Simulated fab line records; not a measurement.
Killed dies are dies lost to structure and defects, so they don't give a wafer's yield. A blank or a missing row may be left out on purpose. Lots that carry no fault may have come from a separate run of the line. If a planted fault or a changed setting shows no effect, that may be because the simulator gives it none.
Which tool is to blame? ; flow nand harc ; 11 lots, 33 wafers sampled, at 2 steps of a route of 1302

## WHAT THE GAUGES READ, wafer by wafer
NHARC_P_M1_INSPECT_11.
lot;measured;on;raw defect count
L075;day 6 20:27;defect inspect-01;2 3 5
L077;day 7 09:47;defect inspect-01;6 0 5
L079;day 8 06:01;defect inspect-01;7 9 4
L081;day 9 01:11;defect inspect-01;3 6 4
L084;day 10 13:41;defect inspect-02;6 2 3
L086;day 11 08:25;defect inspect-01;5 6 2
L089;day 12 09:34;defect inspect-02;4 1 6
L090;day 12 23:04;defect inspect-01;8 5 10
L092;day 13 16:37;defect inspect-01;8 4 6
L095;day 14 23:05;defect inspect-01;2 5 5
L097;day 15 15:54;defect inspect-02;5 2 9

## WHICH TOOL RAN EACH LOT (tool, then ch and the chambers of the sampled wafers, then the start)
lot;NHARC_P_CONTACT_DESCUM_17
L075;rie diel-12 ch 0,2, day 6 12:12
L077;rie diel-02 ch 0,1,3, day 7 01:30
L079;rie diel-02 ch 0,1,3, day 7 21:12
L081;rie diel-12 ch 0,2,3, day 8 16:59
L084;rie diel-12 ch 0,1, day 10 05:20
L086;rie diel-02 ch 1,2,3, day 11 00:16
L089;rie diel-12 ch 2,3, day 12 01:38
L090;rie diel-12 ch 0,1, day 12 15:01
L092;rie diel-02 ch 0,2,3, day 13 08:16
L095;rie diel-02 ch 2,3, day 14 14:23
L097;rie diel-09 ch 0,2, day 15 07:50
- NHARC_P_CONTACT_DESCUM_17: chemistry O2, time 3 s.

## THE ANSWER, worked out from the rows above alone
Rule: the lots themselves supply what counts as usual. The widest of any qualifying gaps counts: lots, ordered by their means at a reading, are off when they make up no more than a third of the lots, leave a main group of 4 or more, and stand apart from it by 3 or more times the standard deviation of that group's means. A main group whose means are all the same, to the digits that the tables above print for the reading, isn't used. A lot without any number at a reading at which 4 lots or more have one is off too. Where the step has rows for the other lots, those lots are counted as sound.
Nothing can be told from this: no lot is off at any reading shown.

## WHAT HAD BEEN PUT IN BY THE SIMULATOR
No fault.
